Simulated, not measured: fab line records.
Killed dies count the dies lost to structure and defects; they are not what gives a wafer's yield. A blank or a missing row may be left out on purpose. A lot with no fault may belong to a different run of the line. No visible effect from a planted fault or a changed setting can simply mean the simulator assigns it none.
fab line records	flow nandHarc
record: lots: 6	wafers: 18	lastDay: 34
route steps=1302 shown A_BONDPAD@1232 HYBRID_BOND@1237 THIN_TSV@1244
lots that met no fault: from a run of the same line without faults
startH: hours from the record's opening day to when the first of the lot's shown wafers began	waitH: hours since the lot's step before	" identical to the entry in the row above	L1.1+2: a row that stands for several wafers	- no value present, or no start provided	* or withheld: withheld	< > ~ a bound
route shown NAME@n: names a module that has steps shown in the file, with the first one's number in the route	usual: the fault-free wafers' mean and standard deviation	same: alike in all rows	chamber/n: place in a boat	sites: readings site by site	_std_site: their standard deviation	_edge_site: mean of outer sites minus mean of inner sites	radiusMm: how far each site lies from the wafer's centre	mask NAME#n: copy n	behind: the most recent tool/chamber to have shaped the wafer	hold: why the lot went on hold/how many hours it stayed there/how the hold came to an end	device: the transistor (n, p or np) that didn't switch	end of line: tests of these same wafers at the route's end	step lacking rows: just its recipe	killed: dies that structure and defects cost at the first sort, which is not the same as the wafer's yield	map: a wafer's dies, x killed, . not, _ none there
set.NAME: the run value of the setting; set.NAME@STEP: its run value at that earlier step	model.NAME: the simulator's own value behind a step, which no gauge read
a table for each step, a row for each wafer; lots at some steps of the route
services: a tool's chamber out of use, with start hour (startH, from the record's first day; less than 0 if before it), hours out, and reason
== steps ==
step: NHARC_A_BONDPAD_THK_MEAS_20
recipe: thkMeasGauge: xrf
usual: thkNm: 170.0/1.3
lot.wafer	tool	chamber	startH	waitH	thkNm
L981.1	filmMetro-01	-	544.08	-	171.7
L981.2	"	-	"	"	171.1
L981.4	"	-	"	"	169.6
L984.1	filmMetro-02	-	594.27	-	169.8
L984.2	"	-	"	"	171.5
L984.3	"	-	"	"	170.6
L995.1	filmMetro-01	-	675.75	-	169.3
L995.4	"	-	"	"	168.8
L995.5	"	-	"	"	168.5
L993.1	filmMetro-02	-	677.82	-	167.8
L993.4	"	-	"	"	170.2
L993.5	"	-	"	"	167.8
L101.1	filmMetro-02	-	749.98	-	168.8
L101.2	"	-	"	"	171.5
L101.6	"	-	"	"	170.1
L102.2	filmMetro-02	-	771.40	-	169.2
L102.3	"	-	"	"	170.8
L102.6	"	-	"	"	170.0
step: NHARC_A_BONDPAD_SRD_21
recipe: timeS: 30	tempC: 23	dryTimeS: 20	spinRpm: 1500
step: NHARC_A_BONDPAD_INSPECT_23
usual: rawDefectCount: 528/100
lot.wafer	tool	chamber	startH	waitH	rawDefectCount
L981.1	defectInspect-02	-	544.29	0.0	402
L981.2	"	-	"	"	289
L981.4	"	-	"	"	404
L984.1	defectInspect-02	-	594.47	0.1	433
L984.2	"	-	"	"	541
L984.3	"	-	"	"	378
L995.1	defectInspect-02	-	675.97	0.0	634
L995.4	"	-	"	"	629
L995.5	"	-	"	"	435
L993.1	defectInspect-01	-	678.05	0.0	519
L993.4	"	-	"	"	552
L993.5	"	-	"	"	481
L101.1	defectInspect-02	-	762.21	12.1	554
L101.2	"	-	"	"	612
L101.6	"	-	"	"	532
L102.2	defectInspect-02	-	771.63	0.0	426
L102.3	"	-	"	"	445
L102.6	"	-	"	"	423
step: NHARC_HYBRID_BOND_ACTIVATE_00
recipe: timeS: 60	n2FlowSccm: 200	arFlowSccm: 0	biasPowerW: 0	chemistry: N2
usual: drypumpMotorCurrentA: 5.7/0.48	n2FlowSccm: 200.0/0.61	oesProductAu: 0.998/0.0084	rfVppV: 64.3/0.87	showerheadPlenumPTorr: 1.79/0.056
lot.wafer	tool	chamber	startH	waitH	drypumpMotorCurrentA	n2FlowSccm	oesProductAu	rfHoursCounterH	rfVppV	showerheadPlenumPTorr
L981.4	rieDiel-07	3	544.35	0.1	5.5	199.2	0.993	5	65.2	1.84
L981.1	"	0	"	"	5.3	199.4	0.998	6	63.4	1.74
L981.2	"	2	"	"	5.1	200.6	0.986	6	63.7	1.73
L984.1	rieDiel-07	0	594.54	0.1	5.3	200.6	0.996	10	64.4	1.74
L984.3	"	1	"	"	5.8	199.6	0.993	9	65.2	1.79
L984.2	"	2	"	"	5.1	200.4	0.994	9	64.6	1.73
L995.1	rieDiel-06	1	676.04	0.1	6.4	199.7	0.990	1	64.8	1.88
L995.4	"	2	"	"	6.4	199.3	1.006	1	63.7	1.78
L995.5	"	0	"	"	6.0	200.0	1.007	-	63.9	1.73
L993.4	rieDiel-07	0	678.11	0.1	5.3	198.9	1.007	2	64.5	1.74
L993.1	"	1	"	"	5.8	200.5	0.990	2	64.1	1.79
L993.5	"	0	"	"	5.3	200.3	0.996	-	65.3	1.74
L101.2	rieDiel-06	0	762.43	0.2	6.0	200.7	1.003	29	64.1	1.72
L101.1	"	1	"	"	6.4	200.3	0.990	21	64.5	1.88
L101.6	"	2	"	"	6.4	199.7	1.010	-	65.2	1.77
L102.3	rieDiel-07	0	771.69	0.1	5.3	200.4	1.006	7	64.2	1.74
L102.2	"	1	"	"	5.9	200.2	0.996	7	64.3	1.79
L102.6	"	1	"	"	5.9	200.2	0.999	-	63.4	1.79
step: NHARC_HYBRID_BOND_PRECLEAN_01
recipe: timeS: 300	tempC: 23	chemistry: DIW
step: NHARC_HYBRID_BOND_SRD_02
recipe: timeS: 30	tempC: 23	dryTimeS: 20	spinRpm: 1500
step: NHARC_HYBRID_BOND_BOND_03
recipe: tempC: 25
step: NHARC_HYBRID_BOND_ANNEAL_04
recipe: tempC: 300	timeS: 7200	rampUpCPerMin: 5	rampDownCPerMin: 3	idleTempC: 100	pressureAtm: 1
step: NHARC_HYBRID_BOND_OVL_MEAS_05
usual: overlayXNm: -1/29	overlayYNm: -2/34
lot.wafer	tool	chamber	startH	waitH	overlayXNm	overlayYNm
L981.1	overlay-01	-	557.69	0.4	33	-67
L981.2	"	-	"	"	-6	-25
L981.4	"	-	"	"	10	8
L984.1	overlay-01	-	601.70	0.4	-34	-34
L984.2	"	-	"	"	18	51
L984.3	"	-	"	"	51	-3
L995.1	overlay-01	-	684.56	0.4	5	-4
L995.4	"	-	"	"	22	39
L995.5	"	-	"	"	1	-11
L993.1	overlay-02	-	684.58	0.4	46	24
L993.4	"	-	"	"	17	-12
L993.5	"	-	"	"	-12	69
L101.1	overlay-02	-	771.76	0.4	33	-21
L101.2	"	-	"	"	-47	12
L101.6	"	-	"	"	10	-28
L102.2	overlay-01	-	784.47	0.4	-24	30
L102.3	"	-	"	"	-42	3
L102.6	"	-	"	"	-33	-31
step: NHARC_HYBRID_BOND_INSPECT_06
recipe: inspectInstrument: irVoid
usual: rawDefectCount: 82/32
lot.wafer	tool	chamber	startH	waitH	rawDefectCount
L981.1	defectInspect-02	-	557.74	0.0	33
L981.2	"	-	"	"	27
L981.4	"	-	"	"	30
L984.1	defectInspect-02	-	601.75	0.0	55
L984.2	"	-	"	"	62
L984.3	"	-	"	"	45
L995.1	defectInspect-02	-	684.61	0.1	73
L995.4	"	-	"	"	71
L995.5	"	-	"	"	67
L993.1	defectInspect-01	-	684.63	0.0	78
L993.4	"	-	"	"	74
L993.5	"	-	"	"	76
L101.1	defectInspect-02	-	771.81	0.0	114
L101.2	"	-	"	"	112
L101.6	"	-	"	"	106
L102.2	defectInspect-02	-	784.52	0.1	68
L102.3	"	-	"	"	45
L102.6	"	-	"	"	63
step: NHARC_THIN_TSV_GRIND_00
recipe: targetThkUm: 6
usual: motorCurrentA: 12.000/0.021
lot.wafer	tool	chamber	startH	waitH	motorCurrentA
L981.1	grinder-01	0	557.90	0.1	11.988
L981.2	"	0	"	"	11.967
L981.4	"	0	"	"	12.017
L984.1	grinder-01	0	601.90	0.1	12.028
L984.2	"	0	"	"	12.028
L984.3	"	0	"	"	11.951
L995.1	grinder-01	0	685.97	1.4	12.016
L995.4	"	0	"	"	12.027
L995.5	"	0	"	"	12.048
L993.1	grinder-01	0	687.16	2.5	11.962
L993.4	"	0	"	"	12.005
L993.5	"	0	"	"	11.978
L101.1	grinder-01	0	771.97	0.1	12.003
L101.2	"	0	"	"	12.028
L101.6	"	0	"	"	11.992
L102.2	grinder-01	0	784.87	0.3	11.999
L102.3	"	0	"	"	11.985
L102.6	"	0	"	"	12.008
step: NHARC_THIN_TSV_CMP_01
recipe: targetThkUm: 3
usual: motorCurrentA: 11.9/0.8
lot.wafer	tool	chamber	startH	waitH	motorCurrentA
L981.2	cmp-03	1	559.13	0.8	12.2
L981.1	"	3	"	"	13.0
L981.4	"	0	"	"	10.9
L984.3	cmp-02	0	603.12	0.6	11.3
L984.2	"	1	"	"	11.7
L984.1	"	2	"	"	12.4
L995.1	cmp-02	2	687.19	1.0	12.2
L995.4	"	3	"	"	12.5
L995.5	"	2	"	"	12.2
L993.4	cmp-01	1	688.41	0.5	11.4
L993.1	"	2	"	"	11.4
L993.5	"	1	"	"	12.3
L101.2	cmp-03	3	773.18	0.8	13.5
L101.1	"	2	"	"	10.7
L101.6	"	0	"	"	10.8
L102.3	cmp-03	0	785.91	0.6	11.0
L102.2	"	2	"	"	10.6
L102.6	"	0	"	"	11.1
step: NHARC_THIN_TSV_THK_MEAS_02
recipe: thkMeasGauge: ir
usual: thkNm: 2979/230
lot.wafer	tool	chamber	startH	waitH	thkNm
L981.1	filmMetro-01	-	559.39	-	3380
L981.2	"	-	"	"	3240
L981.4	"	-	"	"	3024
L984.1	filmMetro-02	-	603.38	-	2722
L984.2	"	-	"	"	2782
L984.3	"	-	"	"	2741
L995.1	filmMetro-02	-	687.45	-	0
L995.4	"	-	"	"	2892
L995.5	"	-	"	"	2930
L993.1	filmMetro-02	-	688.65	-	0
L993.4	"	-	"	"	2617
L993.5	"	-	"	"	2755
L101.1	filmMetro-02	-	773.45	-	3139
L101.2	"	-	"	"	3188
L101.6	"	-	"	"	2901
L102.2	filmMetro-01	-	786.17	-	3144
L102.3	"	-	"	"	3175
L102.6	"	-	"	"	2821
step: NHARC_THIN_TSV_SRD_03
== services ==
tool	chamber	startH	hours	kind
cmp-02	-	526.59	4.0	pm
rieDiel-07	3	532.46	6.9	repair
rieDiel-06	3	532.99	20.9	repair
cmp-02	-	533.52	2.0	repair
cmp-03	-	554.10	4.0	pm
grinder-01	-	581.82	2.4	repair
cmp-02	-	588.94	1.4	repair
rieDiel-06	-	597.62	0.4	repair
cmp-02	-	624.59	4.0	pm
rieDiel-07	1	632.49	1.6	repair
rieDiel-06	0	637.70	1.3	repair
rieDiel-07	-	648.48	9.0	pm
cmp-03	-	649.12	0.9	repair
cmp-03	-	652.20	4.0	pm
rieDiel-06	-	661.64	9.0	pm
rieDiel-07	-	666.42	0.2	repair
grinder-01	-	700.87	0.7	repair
rieDiel-07	1	702.04	1.9	repair
grinder-01	-	705.05	1.1	repair
cmp-03	-	720.94	5.8	repair
grinder-01	-	736.00	8.0	pm
rieDiel-07	1	736.30	6.2	repair
cmp-03	-	744.59	0.9	repair
cmp-03	-	750.27	4.0	pm
== key ==
firstSign: step: NHARC_THIN_TSV_THK_MEAS_02	reading: thkNm	direction: down	sigmas: 13	usual: 2979	struck: 0
effect none on later readings
metAt NHARC_THIN_TSV_GRIND_00
struckWafers L993.1,L995.1
laterRowsLeftOut L993.1,L995.1
sortLeftOut L993.1,L995.1
onsetBetween 601.90 685.97
fault: kind: processParameterDrift	tool: grinder-01	chamber: -	onsetH: 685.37	steps: NHARC_THIN_TSV_GRIND_00	channel: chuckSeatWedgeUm	offset: 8	shape: step	endH: 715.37	scope: struckWafersOnly
sortLeftOut: the simulated sort isn't trusted on such a fault, so these wafers' sort isn't shown, and their yield isn't known
laterRowsLeftOut: the simulator's readings of these wafers behind a module that went badly wrong aren't trusted and aren't shown, but for the sort
